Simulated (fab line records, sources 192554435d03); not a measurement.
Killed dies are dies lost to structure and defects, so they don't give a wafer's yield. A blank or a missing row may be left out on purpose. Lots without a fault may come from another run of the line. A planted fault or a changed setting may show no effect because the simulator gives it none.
fab line records | flow n5_finfet
record lots=24 wafers=72 last_day=20
route steps=1938 shown BEOL_M13@1715 BEOL_M14@1728 BEOL_M15@1788
lots that met no fault: from a run of the same line without faults
start_h: hours from the record's first day to the start of the lot's first wafer shown | wait_h: hours since the lot's step before | " the same as in the row above | L1.1+2: a row that stands for several wafers | - no value, or no start given | * or withheld: withheld | < > ~ a bound
route shown NAME@n: a module of which the file shows steps, and the number in the route of the first | usual: mean/standard deviation of fault-free wafers | same: alike in all rows | chamber/n: place in a boat | sites: the reading at each site | _std_site: their standard deviation | _edge_site: outer sites' mean less inner sites' | radius_mm: how far each site lies from the wafer's centre | mask NAME#n: copy n | behind: the tool/chamber that last shaped the wafer | hold: why the lot was held/for how many hours/how that ended | device: the transistor (n, p or np) that didn't switch | end of line: the same wafers' tests at the end of the route | a step without rows: its recipe alone | killed: dies lost to structure and defects at the first sort, not the wafer's yield | map: a wafer's dies, x killed, . not, _ none there
set.NAME: the setting as run; set.NAME@STEP: as run at that earlier step | model.NAME: the simulator's own value behind a step, which no gauge read
steps of the route over a sample of lots; a table a step, a row a wafer
services: from which hour (start_h, from the record's first day; less than 0 if before it) a tool's chamber was out of use, for how many hours, and why
## steps
# step N5_BEOL_M13_INSPECT_55
# recipe inspect_instrument=darkfield mode=post_dep
# usual raw_defect_count=66/22
# columns lot.wafer tool chamber start_h wait_h raw_defect_count
L075.1 defect_inspect-02 - 276.82 0.0 63
L075.5 " - " " 72
L075.6 " - " " 55
L074.2 defect_inspect-01 - 279.74 0.0 50
L074.3 " - " " 46
L074.5 " - " " 31
L077.4 defect_inspect-01 - 304.56 0.0 38
L077.5 " - " " 78
L077.6 " - " " 42
L078.1 defect_inspect-01 - 305.01 0.0 115
L078.2 " - " " 60
L078.6 " - " " 44
L079.3 defect_inspect-01 - 307.88 0.0 50
L079.5 " - " " 49
L079.6 " - " " 63
L076.2 defect_inspect-02 - 310.25 0.0 51
L076.3 " - " " 51
L076.5 " - " " 54
L082.2 defect_inspect-01 - 310.28 0.0 61
L082.4 " - " " 55
L082.5 " - " " 84
L081.2 defect_inspect-01 - 310.81 0.0 46
L081.5 " - " " 67
L081.6 " - " " 80
L080.3 defect_inspect-02 - 318.64 0.0 75
L080.4 " - " " 88
L080.6 " - " " 86
L083.2 defect_inspect-02 - 336.89 0.0 114
L083.5 " - " " 88
L083.6 " - " " 75
L084.1 defect_inspect-01 - 342.76 0.0 48
L084.3 " - " " 62
L084.4 " - " " 72
L085.1 defect_inspect-01 - 360.04 0.0 63
L085.2 " - " " 35
L085.5 " - " " 77
L086.2 defect_inspect-01 - 365.38 0.0 55
L086.4 " - " " 83
L086.6 " - " " 58
L087.2 defect_inspect-02 - 368.71 0.0 63
L087.5 " - " " 77
L087.6 " - " " 70
L088.1 defect_inspect-02 - 390.01 0.0 74
L088.2 " - " " 98
L088.4 " - " " 125
L089.1 defect_inspect-01 - 393.38 0.0 42
L089.2 " - " " 56
L089.6 " - " " 54
L094.2 defect_inspect-02 - 413.27 0.0 123
L094.3 " - " " 92
L094.5 " - " " 113
L090.2 defect_inspect-01 - 418.72 0.0 54
L090.4 " - " " 63
L090.6 " - " " 73
L091.2 defect_inspect-02 - 427.61 0.0 67
L091.4 " - " " 49
L091.6 " - " " 66
L093.1 defect_inspect-01 - 427.71 0.0 53
L093.2 " - " " 56
L093.5 " - " " 63
L092.3 defect_inspect-01 - 427.98 0.0 72
L092.4 " - " " 61
L092.5 " - " " 44
L097.1 defect_inspect-01 - 437.82 0.0 35
L097.4 " - " " 48
L097.6 " - " " 55
L095.1 defect_inspect-01 - 437.84 0.0 54
L095.4 " - " " 35
L095.5 " - " " 58
L096.1 defect_inspect-02 - 450.39 0.0 42
L096.4 " - " " 69
L096.6 " - " " 41
# step N5_BEOL_M14_INSPECT_12
# recipe mode=adi inspect_instrument=macro
# usual raw_defect_count=2.0/1.5
# columns lot.wafer tool chamber start_h wait_h raw_defect_count
L075.1 defect_inspect-02 - 277.53 0.0 3
L075.5 " - " " 1
L075.6 " - " " 2
L074.2 defect_inspect-01 - 280.55 0.3 3
L074.3 " - " " 4
L074.5 " - " " 2
L077.4 defect_inspect-01 - 305.27 0.0 2
L077.5 " - " " 2
L077.6 " - " " 1
L078.1 defect_inspect-02 - 305.60 0.0 0
L078.2 " - " " 4
L078.6 " - " " 1
L079.3 defect_inspect-02 - 308.47 0.0 0
L079.5 " - " " 2
L079.6 " - " " 3
L076.2 defect_inspect-02 - 310.97 0.0 2
L076.3 " - " " 3
L076.5 " - " " 4
L082.2 defect_inspect-01 - 311.01 0.0 4
L082.4 " - " " 9
L082.5 " - " " 3
L081.2 defect_inspect-02 - 311.54 0.0 1
L081.5 " - " " 0
L081.6 " - " " 0
L080.3 defect_inspect-02 - 319.35 0.0 0
L080.4 " - " " 2
L080.6 " - " " 0
L083.2 defect_inspect-02 - 337.50 0.0 2
L083.5 " - " " 2
L083.6 " - " " 4
L084.1 defect_inspect-02 - 343.35 0.0 1
L084.3 " - " " 5
L084.4 " - " " 2
L085.1 defect_inspect-01 - 360.75 0.0 1
L085.2 " - " " 3
L085.5 " - " " 2
L086.2 defect_inspect-02 - 366.09 0.0 3
L086.4 " - " " 2
L086.6 " - " " 3
L087.2 defect_inspect-01 - 369.30 0.0 4
L087.5 " - " " 2
L087.6 " - " " 2
L088.1 defect_inspect-01 - 390.72 0.0 0
L088.2 " - " " 3
L088.4 " - " " 3
L089.1 defect_inspect-01 - 393.96 0.0 1
L089.2 " - " " 0
L089.6 " - " " 3
L094.2 defect_inspect-01 - 413.86 0.0 2
L094.3 " - " " 2
L094.5 " - " " 4
L090.2 defect_inspect-02 - 419.44 0.0 3
L090.4 " - " " 1
L090.6 " - " " 2
L091.2 defect_inspect-01 - 428.20 0.0 1
L091.4 " - " " 1
L091.6 " - " " 3
L093.1 defect_inspect-02 - 428.30 0.0 3
L093.2 " - " " 1
L093.5 " - " " 2
L092.3 defect_inspect-02 - 428.57 0.0 0
L092.4 " - " " 3
L092.5 " - " " 0
L097.1 defect_inspect-02 - 438.41 0.0 3
L097.4 " - " " 0
L097.6 " - " " 0
L095.1 defect_inspect-01 - 438.57 0.0 5
L095.4 " - " " 1
L095.5 " - " " 1
L096.1 defect_inspect-02 - 451.06 0.0 1
L096.4 " - " " 2
L096.6 " - " " 3
# step N5_BEOL_M14_DESCUM_33
# recipe chemistry=O2 time_s=7.9 source_power_w=50 bias_power_w=20 pressure_mtorr=20 rf_frequency_hz=2.712e+07 temp_c=40 o2_flow_sccm=225
# usual drypump_motor_current_A=5.54/0.23 oes_product_au=0.78/0.093 rf_vpp_V=242.9/1.2 showerhead_plenum_p_Torr=2.08/0.066 throttle_valve_pct=20.38/0.27
# same time_s=7.9
# columns lot.wafer tool chamber start_h wait_h drypump_motor_current_A oes_product_au rf_hours_counter_h rf_vpp_V showerhead_plenum_p_Torr throttle_valve_pct
L075.1 rie_diel-05 2 278.43 0.0 5.92 0.69 231 242.4 2.07 20.33
L075.5 " 2 " " 5.89 0.69 - 242.4 2.07 20.36
L075.6 " 3 " " 5.61 0.86 - 243.8 2.13 20.34
L074.2 rie_diel-05 3 281.67 0.3 5.62 0.86 66 243.2 2.13 20.35
L074.3 " 1 " " 5.55 0.90 32 244.7 2.14 20.40
L074.5 " 1 " " 5.57 0.88 - 245.3 2.14 20.40
L077.4 rie_diel-05 1 306.48 0.0 5.55 0.88 - 242.2 2.14 20.43
L077.5 " 2 " " 5.89 0.69 - 241.2 2.06 20.36
L077.6 " 3 " " 5.59 0.86 - 243.0 2.12 20.36
L078.1 rie_diel-03 1 306.65 0.1 5.44 0.83 78 244.9 2.11 20.04
L078.2 " 3 " " 5.25 0.80 87 243.4 2.12 20.74
L078.6 " 1 " " 5.46 0.83 - 243.2 2.11 20.04
L079.3 rie_diel-05 1 309.56 0.0 5.56 0.88 42 244.6 2.13 20.41
L079.5 " 3 " " 5.60 0.85 - 243.1 2.12 20.38
L079.6 " 2 " " 5.89 0.69 - 243.5 2.06 20.36
L076.2 rie_diel-05 1 311.91 0.1 5.57 0.87 43 242.0 2.13 20.43
L076.3 " 3 " " 5.59 0.85 78 242.8 2.12 20.37
L076.5 " 1 " " 5.58 0.86 - 244.1 2.13 20.45
L082.2 rie_diel-06 0 312.03 0.2 5.51 0.70 233 242.0 1.98 20.71
L082.4 " 1 " " 5.86 0.75 - 243.8 2.09 19.99
L082.5 " 0 " " 5.52 0.71 - 240.8 1.98 20.72
L081.2 rie_diel-06 0 313.28 0.6 5.51 0.70 234 241.5 1.98 20.70
L081.5 " 0 " " 5.51 0.71 - 240.9 1.98 20.70
L081.6 " 1 " " 5.88 0.75 - 244.3 2.09 19.99
L080.3 rie_diel-03 2 320.36 0.0 5.60 0.71 194 240.4 1.90 20.46
L080.4 " 2 " " 5.60 0.71 - 239.8 1.90 20.46
L080.6 " 1 " " 5.45 0.82 - 243.9 2.11 20.06
L083.2 rie_diel-03 3 338.79 0.2 5.31 0.80 103 243.3 2.11 20.77
L083.5 " 0 " " 5.44 0.69 - 241.9 2.08 20.48
L083.6 " 3 " " 5.31 0.80 - 243.7 2.11 20.77
L084.1 rie_diel-06 3 344.66 0.0 5.37 0.74 184 242.6 2.09 20.64
L084.3 " 0 " " 5.51 0.69 246 240.6 1.97 20.71
L084.4 " 2 " " 5.29 0.68 241 243.1 2.06 20.29
L085.1 rie_diel-06 1 361.64 0.0 5.85 0.73 153 243.5 2.09 20.03
L085.2 " 3 " " 5.34 0.74 189 243.2 2.09 20.65
L085.5 " 1 " " 5.88 0.73 - 244.1 2.09 20.01
L086.2 rie_diel-05 2 367.21 0.0 5.92 1.01 0 242.6 2.06 19.99
L086.4 " 1 " " 5.57 0.84 63 242.4 2.13 20.46
L086.6 " 1 " " 5.56 0.85 - 243.3 2.13 20.46
L087.2 rie_diel-06 2 370.38 0.1 5.26 0.68 251 242.0 2.06 20.29
L087.5 " 3 " " 5.31 0.73 - 243.2 2.08 20.69
L087.6 " 1 " " 5.89 0.73 - 243.7 2.08 20.02
L088.1 rie_diel-06 0 392.35 0.8 5.54 0.97 6 247.5 2.23 20.36
L088.2 " 1 " " 5.86 0.72 167 243.0 2.08 20.05
L088.4 " 3 " " 5.32 0.73 203 243.5 2.08 20.67
L089.1 rie_diel-03 2 394.85 0.0 5.60 0.69 219 241.1 1.89 20.49
L089.2 " 0 " " 5.46 0.69 226 242.6 2.07 20.50
L089.6 " 0 " " 5.46 0.68 - 243.1 2.07 20.51
L094.2 rie_diel-06 3 415.05 0.1 5.32 0.72 209 242.7 2.08 20.68
L094.3 " 0 " " 5.56 0.94 15 246.3 2.23 20.38
L094.5 " 3 " " 5.33 0.72 - 242.9 2.08 20.68
L090.2 rie_diel-05 2 421.45 0.8 5.91 0.93 20 242.5 2.05 20.02
L090.4 " 0 " " 5.13 0.69 247 243.8 2.15 20.88
L090.6 " 3 " " 5.61 0.80 - 243.7 2.11 20.45
L091.2 rie_diel-05 0 429.20 0.0 5.11 0.69 248 243.6 2.15 20.88
L091.4 " 3 " " 5.60 0.79 124 243.8 2.11 20.44
L091.6 " 3 " " 5.60 0.79 - 242.4 2.11 20.44
L093.1 rie_diel-06 0 429.30 0.0 5.54 0.92 21 245.2 2.23 20.38
L093.2 " 3 " " 5.30 0.72 215 241.4 2.08 20.67
L093.5 " 3 " " 5.36 0.72 - 241.8 2.08 20.70
L092.3 rie_diel-03 1 429.70 0.1 5.44 0.80 119 243.3 2.09 20.11
L092.4 " 0 " " 5.46 0.68 238 241.9 2.07 20.52
L092.5 " 0 " " 5.45 0.68 - 243.3 2.07 20.53
L097.1 rie_diel-06 2 439.47 0.2 5.25 0.94 20 242.5 2.05 19.99
L097.4 " 1 " " 5.87 0.71 186 243.2 2.07 20.06
L097.6 " 0 " " 5.55 0.92 - 244.8 2.23 20.39
L095.1 rie_diel-06 1 440.09 0.2 5.87 0.70 187 242.6 2.07 20.07
L095.4 " 0 " " 5.52 0.91 25 243.9 2.23 20.38
L095.5 " 1 " " 5.85 0.71 - 243.4 2.07 20.09
L096.1 rie_diel-03 0 452.36 0.0 5.44 0.68 245 243.6 2.07 20.54
L096.4 " 2 " " 5.61 0.68 238 239.6 1.88 20.52
L096.6 " 0 " " 5.43 0.67 - 243.4 2.07 20.54
# step N5_BEOL_M14_ETCH_67
# recipe chemistry=CF4 target=SiARC target_depth_a=1430 time_s=238.3 ion_energy_ev=80 pressure_mtorr=40 source_w=545 bias_w=36 Ar_flow_sccm=100 cf4_flow_sccm=100 ends=cleared
# usual drypump_motor_current_A=5.54/0.22 etch_rf_on_time_s=240/4.1 mfc_ar_sccm=99.97/0.28 oes_product_au=0.67/0.079 rf_vpp_V=183.9/1.1 showerhead_plenum_p_Torr=2.13/0.061 throttle_valve_pct=15.58/0.25
# columns lot.wafer tool chamber start_h wait_h drypump_motor_current_A etch_rf_on_time_s mfc_ar_sccm oes_product_au rf_hours_counter_h rf_vpp_V showerhead_plenum_p_Torr throttle_valve_pct
L075.1 rie_diel-05 2 278.47 0.0 5.92 248 99.60 0.59 231 184.0 2.12 15.59
L075.5 " 2 " " 5.93 245 100.18 0.59 - 183.8 2.12 15.59
L075.6 " 3 " " 5.59 238 99.54 0.73 - 184.1 2.18 15.50
L074.2 rie_diel-05 3 281.71 0.0 5.60 239 99.92 0.73 66 183.7 2.18 15.50
L074.3 " 1 " " 5.58 232 100.09 0.77 32 185.2 2.18 15.48
L074.5 " 1 " " 5.56 231 100.22 0.77 - 185.0 2.18 15.46
L077.4 rie_diel-05 1 306.57 0.1 5.54 229 99.40 0.77 - 183.8 2.18 15.50
L077.5 " 2 " " 5.88 247 100.02 0.58 - 182.2 2.11 15.62
L077.6 " 3 " " 5.62 234 99.83 0.73 - 183.7 2.17 15.52
L078.1 rie_diel-03 1 306.68 0.0 5.47 237 100.25 0.72 78 183.7 2.16 15.24
L078.2 " 3 " " 5.33 238 99.71 0.69 87 184.4 2.16 15.85
L078.6 " 1 " " 5.47 235 100.18 0.72 - 183.1 2.16 15.24
L079.3 rie_diel-05 1 309.60 0.0 5.53 231 100.24 0.75 42 184.7 2.18 15.51
L079.5 " 3 " " 5.58 237 99.85 0.72 - 184.1 2.17 15.52
L079.6 " 2 " " 5.91 249 99.54 0.58 - 181.9 2.11 15.61
L076.2 rie_diel-05 1 311.95 0.0 5.52 230 100.11 0.75 43 184.6 2.18 15.49
L076.3 " 3 " " 5.59 236 99.80 0.73 78 182.5 2.17 15.54
L076.5 " 1 " " 5.49 231 99.59 0.75 - 184.9 2.18 15.51
L082.2 rie_diel-06 0 312.08 0.0 5.54 242 99.67 0.60 233 184.6 2.03 15.89
L082.4 " 1 " " 5.83 238 100.11 0.64 - 183.9 2.15 15.32
L082.5 " 0 " " 5.54 243 100.08 0.59 - 182.5 2.03 15.88
L081.2 rie_diel-06 0 313.33 0.0 5.52 243 99.30 0.60 234 182.5 2.03 15.88
L081.5 " 0 " " 5.54 242 99.22 0.60 - 182.9 2.03 15.90
L081.6 " 1 " " 5.84 236 100.04 0.65 - 183.8 2.15 15.31
L080.3 rie_diel-03 2 320.39 0.0 5.61 242 99.79 0.60 194 183.0 1.97 15.79
L080.4 " 2 " " 5.62 243 100.05 0.60 - 182.0 1.97 15.78
L080.6 " 1 " " 5.44 241 99.91 0.70 - 183.4 2.16 15.27
L083.2 rie_diel-03 3 338.83 0.0 5.30 241 99.98 0.67 103 185.2 2.15 15.88
L083.5 " 0 " " 5.46 247 99.89 0.59 - 183.7 2.12 15.72
L083.6 " 3 " " 5.28 245 99.49 0.68 - 184.7 2.15 15.87
L084.1 rie_diel-06 3 344.69 0.0 5.35 239 99.73 0.64 184 184.7 2.13 15.79
L084.3 " 0 " " 5.53 243 100.07 0.58 246 183.4 2.02 15.91
L084.4 " 2 " " 5.27 238 99.99 0.59 241 184.4 2.11 15.56
L085.1 rie_diel-06 1 361.67 0.0 5.84 237 99.78 0.63 153 183.8 2.15 15.35
L085.2 " 3 " " 5.33 243 99.86 0.63 189 183.5 2.13 15.80
L085.5 " 1 " " 5.87 239 99.81 0.63 - 184.9 2.15 15.36
L086.2 rie_diel-05 2 367.24 0.0 5.91 236 100.51 0.84 0 182.0 2.11 15.12
L086.4 " 1 " " 5.53 230 100.03 0.73 63 184.4 2.17 15.52
L086.6 " 1 " " 5.55 230 99.65 0.73 - 184.4 2.17 15.56
L087.2 rie_diel-06 2 370.42 0.0 5.29 241 100.04 0.57 251 184.3 2.11 15.56
L087.5 " 3 " " 5.32 243 99.94 0.63 - 186.0 2.13 15.82
L087.6 " 1 " " 5.85 244 99.55 0.62 - 183.2 2.15 15.38
L088.1 rie_diel-06 0 392.38 0.0 5.52 239 99.97 0.81 6 186.2 2.27 15.45
L088.2 " 1 " " 5.86 241 100.21 0.61 167 183.5 2.14 15.37
L088.4 " 3 " " 5.31 237 100.11 0.63 203 184.8 2.13 15.84
L089.1 rie_diel-03 2 394.88 0.0 5.61 243 99.35 0.59 219 181.2 1.96 15.83
L089.2 " 0 " " 5.47 242 100.30 0.59 226 186.3 2.12 15.75
L089.6 " 0 " " 5.46 243 100.05 0.59 - 184.3 2.12 15.76
L094.2 rie_diel-06 3 415.08 0.0 5.32 239 99.96 0.62 209 183.9 2.12 15.86
L094.3 " 0 " " 5.54 241 100.29 0.78 15 185.3 2.27 15.46
L094.5 " 3 " " 5.29 241 99.93 0.62 - 184.8 2.12 15.86
L090.2 rie_diel-05 2 421.48 0.0 5.89 239 100.02 0.77 20 182.1 2.10 15.18
L090.4 " 0 " " 5.13 244 100.04 0.59 247 184.2 2.19 16.09
L090.6 " 3 " " 5.60 240 100.52 0.69 - 182.3 2.16 15.58
L091.2 rie_diel-05 0 429.23 0.0 5.13 243 100.35 0.58 248 184.7 2.19 16.10
L091.4 " 3 " " 5.60 241 100.47 0.68 124 183.1 2.16 15.61
L091.6 " 3 " " 5.60 243 100.15 0.67 - 183.8 2.16 15.61
L093.1 rie_diel-06 0 429.33 0.0 5.52 242 99.97 0.77 21 184.9 2.27 15.46
L093.2 " 3 " " 5.30 241 99.86 0.62 215 183.6 2.12 15.85
L093.5 " 3 " " 5.34 242 100.23 0.62 - 183.5 2.12 15.85
L092.3 rie_diel-03 1 429.73 0.0 5.43 241 100.11 0.67 119 184.6 2.15 15.31
L092.4 " 0 " " 5.44 245 100.35 0.58 238 182.4 2.12 15.78
L092.5 " 0 " " 5.45 244 100.44 0.58 - 183.6 2.12 15.77
L097.1 rie_diel-06 2 439.51 0.0 5.29 237 100.03 0.80 20 184.7 2.10 15.11
L097.4 " 1 " " 5.84 242 100.14 0.61 186 183.7 2.14 15.42
L097.6 " 0 " " 5.52 239 100.07 0.77 - 185.5 2.27 15.47
L095.1 rie_diel-06 1 440.13 0.0 5.86 242 100.28 0.61 187 184.5 2.14 15.43
L095.4 " 0 " " 5.53 240 99.98 0.77 25 186.6 2.27 15.49
L095.5 " 1 " " 5.87 239 100.20 0.61 - 184.1 2.14 15.42
L096.1 rie_diel-03 0 452.39 0.0 5.45 244 100.13 0.58 245 182.8 2.11 15.79
L096.4 " 2 " " 5.61 243 99.86 0.58 238 183.7 1.95 15.87
L096.6 " 0 " " 5.47 243 99.78 0.57 - 183.3 2.11 15.78
# step N5_BEOL_M15_VIA_ETCH_16
# recipe chemistry=C4F8/O2/Ar target=SiO2 he_inner_torr=15 he_outer_torr=30 target_depth_a=17922 time_s=withheld ion_energy_ev=800 pressure_mtorr=20 source_w=1905 bias_w=2040 Ar_flow_sccm=400 C4F8_flow_sccm=16 O2_flow_sccm=12 ends=cleared
# usual drypump_motor_current_A=5.5/0.46 mfc_ar_sccm=400.1/1.1 oes_o_777_au=0.79/0.091 oes_product_au=0.72/0.086 rf_vpp_V=2230/17 showerhead_plenum_p_Torr=3.52/0.085 throttle_valve_pct=30.86/0.23
# columns lot.wafer tool chamber start_h wait_h drypump_motor_current_A mfc_ar_sccm oes_o_777_au oes_product_au rf_vpp_V showerhead_plenum_p_Torr throttle_valve_pct
L075.1 rie_diel-04 3 286.92 0.0 5.7 398.4 0.76 0.67 2210 3.42 30.70
L075.5 " 2 " " 5.5 399.0 0.68 0.61 2227 3.40 30.97
L075.6 " 1 " " 6.1 401.5 0.95 0.85 2239 3.65 30.66
L074.2 rie_diel-04 2 287.40 0.0 5.5 399.8 0.67 0.62 2230 3.40 30.98
L074.3 " 1 " " 6.1 401.9 0.95 0.86 2239 3.65 30.69
L074.5 " 1 " " 6.1 401.5 0.95 0.85 2239 3.65 30.69
L077.4 rie_diel-02 0 310.87 0.1 5.0 399.2 0.67 0.60 2244 3.52 30.93
L077.5 " 1 " " 5.1 401.9 0.73 0.65 2211 3.57 30.70
L077.6 " 3 " " 5.5 400.6 0.77 0.71 2236 3.59 30.64
L078.1 rie_diel-04 3 311.11 0.0 5.6 401.2 0.75 0.66 2210 3.42 30.73
L078.2 " 1 " " 6.1 401.2 0.93 0.84 2238 3.65 30.71
L078.6 " 2 " " 5.5 398.5 0.67 0.62 2229 3.39 30.98
L079.3 rie_diel-04 1 313.76 0.0 6.1 401.6 0.93 0.83 2238 3.65 30.70
L079.5 " 1 " " 6.1 400.3 0.92 0.84 2238 3.65 30.69
L079.6 " 2 " " 5.5 401.1 0.67 0.61 2227 3.39 30.98
L076.2 rie_diel-02 3 318.54 0.0 5.5 399.8 0.77 0.71 2234 3.59 30.65
L076.3 " 1 " " 5.1 400.7 0.73 0.65 2210 3.56 30.71
L076.5 " 1 " " 5.1 400.7 0.73 0.66 2211 3.56 30.71
L082.2 rie_diel-04 2 318.82 0.0 5.5 400.4 0.67 0.61 2228 3.39 31.00
L082.4 " 3 " " 5.6 399.2 0.74 0.66 2208 3.42 30.74
L082.5 " 1 " " 6.1 400.6 0.92 0.83 2239 3.65 30.70
L081.2 rie_diel-04 1 320.07 0.0 6.1 401.3 0.92 0.84 2239 3.65 30.70
L081.5 " 3 " " 5.6 399.6 0.75 0.65 2208 3.42 30.70
L081.6 " 0 " " 6.1 400.4 0.89 0.81 2260 3.49 30.95
L080.3 rie_diel-04 0 327.21 0.0 6.1 399.0 0.89 0.80 2259 3.49 30.93
L080.4 " 3 " " 5.6 400.9 0.75 0.65 2208 3.42 30.72
L080.6 " 0 " " 6.1 398.1 0.89 0.81 2260 3.49 30.94
L083.2 rie_diel-04 1 343.46 0.0 6.1 399.8 0.90 0.82 2238 3.64 30.68
L083.5 " 1 " " 6.1 401.3 0.91 0.81 2238 3.65 30.70
L083.6 " 2 " " 5.5 399.9 0.67 0.61 2226 3.39 31.01
L084.1 rie_diel-01 0 349.77 0.0 5.5 400.9 0.74 0.65 2237 3.54 30.66
L084.3 " 1 " " 5.8 399.4 0.90 0.81 2244 3.51 31.03
L084.4 " 2 " " 4.9 399.4 0.74 0.65 2197 3.41 31.00
L085.1 rie_diel-04 0 366.12 0.0 6.1 401.3 0.88 0.80 2259 3.49 30.94
L085.2 " 3 " " 5.6 399.0 0.74 0.65 2208 3.41 30.73
L085.5 " 0 " " 6.1 400.4 0.87 0.80 2259 3.49 30.94
L086.2 rie_diel-01 2 373.07 0.0 4.9 399.1 0.74 0.64 2195 3.40 30.99
L086.4 " 3 " " 4.7 399.7 0.69 0.63 2224 3.54 30.73
L086.6 " 3 " " 4.7 401.3 0.69 0.63 2225 3.54 30.73
L087.2 rie_diel-02 1 376.40 0.0 5.0 399.7 0.72 0.65 2210 3.55 30.72
L087.5 " 2 " " 4.8 399.5 0.79 0.72 2226 3.59 31.51
L087.6 " 1 " " 5.1 400.3 0.73 0.64 2211 3.55 30.72
L088.1 rie_diel-02 1 396.99 0.0 5.1 400.4 0.72 0.64 2210 3.55 30.73
L088.2 " 2 " " 4.8 400.7 0.78 0.70 2225 3.59 31.49
L088.4 " 0 " " 5.1 400.2 0.94 0.86 2243 3.51 30.69
L089.1 rie_diel-02 3 401.03 0.0 5.5 400.8 0.75 0.69 2235 3.58 30.67
L089.2 " 1 " " 5.1 400.7 0.72 0.64 2208 3.55 30.73
L089.6 " 2 " " 4.9 401.4 0.78 0.71 2226 3.59 31.53
L094.2 rie_diel-01 2 418.90 0.0 5.0 398.7 0.73 0.64 2196 3.40 31.02
L094.3 " 0 " " 5.5 397.7 0.71 0.62 2237 3.53 30.68
L094.5 " 2 " " 5.0 399.5 0.73 0.64 2195 3.40 31.03
L090.2 rie_diel-04 1 425.37 0.0 6.1 397.5 0.87 0.77 2239 3.63 30.72
L090.4 " 2 " " 5.5 399.3 0.91 0.83 2229 3.38 30.82
L090.6 " 2 " " 5.5 398.8 0.91 0.83 2227 3.38 30.83
L091.2 rie_diel-02 0 433.83 0.0 5.0 399.9 0.91 0.83 2244 3.50 30.71
L091.4 " 2 " " 4.8 399.8 0.77 0.70 2225 3.58 31.53
L091.6 " 0 " " 5.0 401.1 0.91 0.83 2243 3.50 30.70
L093.1 rie_diel-04 1 433.96 0.0 6.1 402.0 0.86 0.78 2238 3.63 30.72
L093.2 " 2 " " 5.5 400.1 0.90 0.83 2226 3.38 30.84
L093.5 " 1 " " 6.1 400.2 0.86 0.77 2235 3.63 30.74
L092.3 rie_diel-04 3 439.91 0.0 5.7 399.8 0.72 0.64 2207 3.40 30.76
L092.4 " 0 " " 6.1 400.8 0.85 0.76 2258 3.48 30.98
L092.5 " 1 " " 6.1 401.0 0.86 0.77 2237 3.63 30.72
L097.1 rie_diel-02 1 447.38 0.0 5.0 398.4 0.70 0.63 2209 3.54 30.76
L097.4 " 0 " " 5.0 400.5 0.90 0.82 2243 3.50 30.69
L097.6 " 1 " " 5.1 400.5 0.70 0.63 2207 3.54 30.74
L095.1 rie_diel-01 1 447.53 0.0 5.8 399.6 0.85 0.76 2243 3.49 31.02
L095.4 " 2 " " 5.0 398.7 0.72 0.63 2194 3.39 31.02
L095.5 " 0 " " 5.5 400.6 0.71 0.62 2236 3.52 30.68
L096.1 rie_diel-02 2 458.00 0.0 4.8 399.2 0.77 0.69 2225 3.58 31.51
L096.4 " 3 " " 5.5 400.5 0.74 0.67 2233 3.57 30.67
L096.6 " 2 " " 4.9 398.1 0.77 0.69 2225 3.58 31.53
# step N5_BEOL_M15_CD_MEAS_28
# recipe target_cd_nm=407.6 landing_energy_ev=500 detector=se_inlens
# usual cd_nm=406.3/1.4
# columns lot.wafer tool chamber start_h wait_h cd_nm
L075.1 cd_sem-02 0 288.37 - 406.3
L075.5 " 0 " " 406.8
L075.6 " 0 " " 405.2
L074.2 cd_sem-02 0 288.69 - 406.9
L074.3 " 0 " " 407.2
L074.5 " 0 " " 408.9
L077.4 cd_sem-02 0 312.04 - 406.7
L077.5 " 0 " " 406.1
L077.6 " 0 " " 405.5
L078.1 cd_sem-01 0 312.56 - 405.7
L078.2 " 0 " " 405.3
L078.6 " 0 " " 404.4
L079.3 cd_sem-03 0 315.17 - 405.4
L079.5 " 0 " " 405.4
L079.6 " 0 " " 405.9
L076.2 cd_sem-01 0 319.83 - 405.3
L076.3 " 0 " " 406.2
L076.5 " 0 " " 405.2
L082.2 cd_sem-03 0 320.11 - 405.7
L082.4 " 0 " " 405.2
L082.5 " 0 " " 405.2
L081.2 cd_sem-01 0 321.49 - 405.5
L081.5 " 0 " " 404.9
L081.6 " 0 " " 405.7
L080.3 cd_sem-03 0 328.74 - 405.2
L080.4 " 0 " " 405.6
L080.6 " 0 " " 404.7
L083.2 cd_sem-02 0 344.79 - 407.2
L083.5 " 0 " " 407.5
L083.6 " 0 " " 407.1
L084.1 cd_sem-03 0 351.06 - 407.1
L084.3 " 0 " " 407.0
L084.4 " 0 " " 407.4
L085.1 cd_sem-03 0 367.50 - 404.1
L085.2 " 0 " " 404.8
L085.5 " 0 " " 406.8
L086.2 cd_sem-01 0 374.54 - 406.8
L086.4 " 0 " " 408.6
L086.6 " 0 " " 406.6
L087.2 cd_sem-01 0 377.69 - 406.5
L087.5 " 0 " " 404.3
L087.6 " 0 " " 407.4
L088.1 cd_sem-02 0 398.44 - 404.7
L088.2 " 0 " " 405.7
L088.4 " 0 " " 407.0
L089.1 cd_sem-03 0 402.36 - 406.0
L089.2 " 0 " " 405.7
L089.6 " 0 " " 407.0
L094.2 cd_sem-02 0 420.37 - 410.6
L094.3 " 0 " " 410.3
L094.5 " 0 " " 411.6
L090.2 cd_sem-02 0 426.81 - 403.9
L090.4 " 0 " " 404.5
L090.6 " 0 " " 403.9
L091.2 cd_sem-01 0 435.24 - 407.7
L091.4 " 0 " " 407.7
L091.6 " 0 " " 406.7
L093.1 cd_sem-03 0 435.41 - 406.7
L093.2 " 0 " " 407.5
L093.5 " 0 " " 408.2
L092.3 cd_sem-02 0 441.20 - 405.7
L092.4 " 0 " " 406.0
L092.5 " 0 " " 406.5
L097.1 cd_sem-02 0 448.66 - 407.0
L097.4 " 0 " " 405.7
L097.6 " 0 " " 405.4
L095.1 cd_sem-01 0 448.82 - 407.4
L095.4 " 0 " " 407.3
L095.5 " 0 " " 407.6
L096.1 cd_sem-01 0 459.49 - 406.4
L096.4 " 0 " " 406.9
L096.6 " 0 " " 406.1
## services
# columns tool chamber start_h hours kind
rie_diel-06 2 285.04 20.5 repair
rie_diel-03 1 290.99 9.8 repair
rie_diel-01 1 291.76 3.0 repair
rie_diel-02 2 294.86 20.4 repair
rie_diel-05 0 297.70 19.9 repair
rie_diel-06 0 300.01 1.3 repair
rie_diel-06 3 303.75 16.3 repair
rie_diel-06 2 311.68 4.3 repair
rie_diel-06 - 315.30 0.9 repair
rie_diel-05 1 340.08 4.4 repair
rie_diel-05 2 342.03 3.2 repair
rie_diel-01 3 342.61 28.4 repair
rie_diel-01 - 343.93 0.2 repair
rie_diel-02 3 351.99 7.2 repair
rie_diel-06 0 358.73 - clean
rie_diel-06 0 358.73 - consumable_replace:focus_ring
rie_diel-03 1 369.64 16.3 repair
rie_diel-05 1 387.25 21.5 repair
rie_diel-06 3 398.74 2.8 repair
rie_diel-04 2 404.85 1.6 repair
rie_diel-02 2 407.57 1.4 repair
rie_diel-01 - 413.97 2.1 repair
rie_diel-03 3 417.16 6.7 repair
rie_diel-04 - 436.28 2.6 repair
## key
fault none
